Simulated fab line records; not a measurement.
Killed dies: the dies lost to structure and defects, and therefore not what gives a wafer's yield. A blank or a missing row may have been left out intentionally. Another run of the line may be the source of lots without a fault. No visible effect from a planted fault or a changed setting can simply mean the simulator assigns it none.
Matching of chambers :: flow n5Finfet :: rieDiel-03 running N5_GATE_CUT_DESCUM_18: 4 sister chambers
The step chemistry O2, time 7 s. 18 wafers are shown with their chamber, then 9 later ones without.

## WAFERS PAIRED WITH THEIR CHAMBERS
wafer: L074.1
chamber: 1
drypumpMotorCurrentA (A): 6.4
throttleValvePct (%): 20.47
oesProductAu (a.u.): 0.69

wafer: L074.2
chamber: 0
drypumpMotorCurrentA (A): 5.9
throttleValvePct (%): 20.38
oesProductAu (a.u.): 0.75

wafer: L074.5
chamber: 0
drypumpMotorCurrentA (A): 5.9
throttleValvePct (%): 20.37
oesProductAu (a.u.): 0.73

wafer: L076.1
chamber: 3
drypumpMotorCurrentA (A): 5.9
throttleValvePct (%): 20.76
oesProductAu (a.u.): 0.70

wafer: L076.2
chamber: 1
drypumpMotorCurrentA (A): 6.5
throttleValvePct (%): 20.48
oesProductAu (a.u.): 0.70

wafer: L076.3
chamber: 0
drypumpMotorCurrentA (A): 5.9
throttleValvePct (%): 20.38
oesProductAu (a.u.): 0.75

wafer: L078.1
chamber: 1
drypumpMotorCurrentA (A): 6.4
throttleValvePct (%): 20.50
oesProductAu (a.u.): 0.69

wafer: L078.3
chamber: 2
drypumpMotorCurrentA (A): 5.6
throttleValvePct (%): 20.75
oesProductAu (a.u.): 0.81

wafer: L078.4
chamber: 1
drypumpMotorCurrentA (A): 6.4
throttleValvePct (%): 20.49
oesProductAu (a.u.): 0.69

wafer: L084.3
chamber: 3
drypumpMotorCurrentA (A): 5.9
throttleValvePct (%): 20.79
oesProductAu (a.u.): 0.69

wafer: L084.5
chamber: 2
drypumpMotorCurrentA (A): 5.7
throttleValvePct (%): 20.78
oesProductAu (a.u.): 0.80

wafer: L084.6
chamber: 0
drypumpMotorCurrentA (A): 5.9
throttleValvePct (%): 20.41
oesProductAu (a.u.): 0.73

wafer: L086.3
chamber: 0
drypumpMotorCurrentA (A): 5.9
throttleValvePct (%): 20.40
oesProductAu (a.u.): 0.73

wafer: L086.4
chamber: 0
drypumpMotorCurrentA (A): 5.9
throttleValvePct (%): 20.40
oesProductAu (a.u.): 0.73

wafer: L086.5
chamber: 2
drypumpMotorCurrentA (A): 5.6
throttleValvePct (%): 20.77
oesProductAu (a.u.): 0.79

wafer: L087.3
chamber: 3
drypumpMotorCurrentA (A): 5.9
throttleValvePct (%): 20.79
oesProductAu (a.u.): 0.69

wafer: L087.4
chamber: 3
drypumpMotorCurrentA (A): 5.9
throttleValvePct (%): 20.79
oesProductAu (a.u.): 0.69

wafer: L087.5
chamber: 0
drypumpMotorCurrentA (A): 5.9
throttleValvePct (%): 20.43
oesProductAu (a.u.): 0.72

SIGNATURES (means of the wafers above)
reading: drypumpMotorCurrentA
chamber 0: 5.900
chamber 1: 6.425
chamber 2: 5.633
chamber 3: 5.900
scatter within a chamber: 0.0318

reading: throttleValvePct
chamber 0: 20.3957
chamber 1: 20.4850
chamber 2: 20.7667
chamber 3: 20.7825
scatter within a chamber: 0.0173

reading: oesProductAu
chamber 0: 0.7343
chamber 1: 0.6925
chamber 2: 0.8000
chamber 3: 0.6925
scatter within a chamber: 0.00895
Rule: distance of a wafer from a chamber = root of the sum over the readings of ((wafer's reading minus chamber's mean) / reading's scatter) squared. The wafer belongs to the nearest chamber; if the next one is less than 2 further off, it can't be placed. The scatter: take each reading less its chamber's mean, square it, sum over the shown wafers, divide by the number of wafers less the number of chambers, and take the root.

## WAFERS WHOSE CHAMBER IS MISSING
wafer: L090.4
drypumpMotorCurrentA (A): 5.9
throttleValvePct (%): 20.81
oesProductAu (a.u.): 0.68

wafer: L090.5
drypumpMotorCurrentA (A): 5.6
throttleValvePct (%): 20.80
oesProductAu (a.u.): 0.78

wafer: L090.6
drypumpMotorCurrentA (A): 5.9
throttleValvePct (%): 20.79
oesProductAu (a.u.): 0.69

wafer: L092.1
drypumpMotorCurrentA (A): 5.9
throttleValvePct (%): 20.81
oesProductAu (a.u.): 0.68

wafer: L092.2
drypumpMotorCurrentA (A): 6.4
throttleValvePct (%): 20.50
oesProductAu (a.u.): 0.67

wafer: L092.5
drypumpMotorCurrentA (A): 5.6
throttleValvePct (%): 20.81
oesProductAu (a.u.): 0.77

wafer: L093.1
drypumpMotorCurrentA (A): 6.4
throttleValvePct (%): 20.52
oesProductAu (a.u.): 0.68

wafer: L093.4
drypumpMotorCurrentA (A): 5.9
throttleValvePct (%): 20.80
oesProductAu (a.u.): 0.67

wafer: L093.5
drypumpMotorCurrentA (A): 5.6
throttleValvePct (%): 20.82
oesProductAu (a.u.): 0.77

## EACH ONE'S CHAMBER
wafer: L090.4
from the rows above: 3
in truth: 3

wafer: L090.5
from the rows above: 2
in truth: 2

wafer: L090.6
from the rows above: 3
in truth: 3

wafer: L092.1
from the rows above: 3
in truth: 3

wafer: L092.2
from the rows above: 1
in truth: 1

wafer: L092.5
from the rows above: 2
in truth: 2

wafer: L093.1
from the rows above: 1
in truth: 1

wafer: L093.4
from the rows above: 3
in truth: 3

wafer: L093.5
from the rows above: 2
in truth: 2
9 of 9 placed correctly. Not placeable from these rows: 0. Wrongly placed: 0.
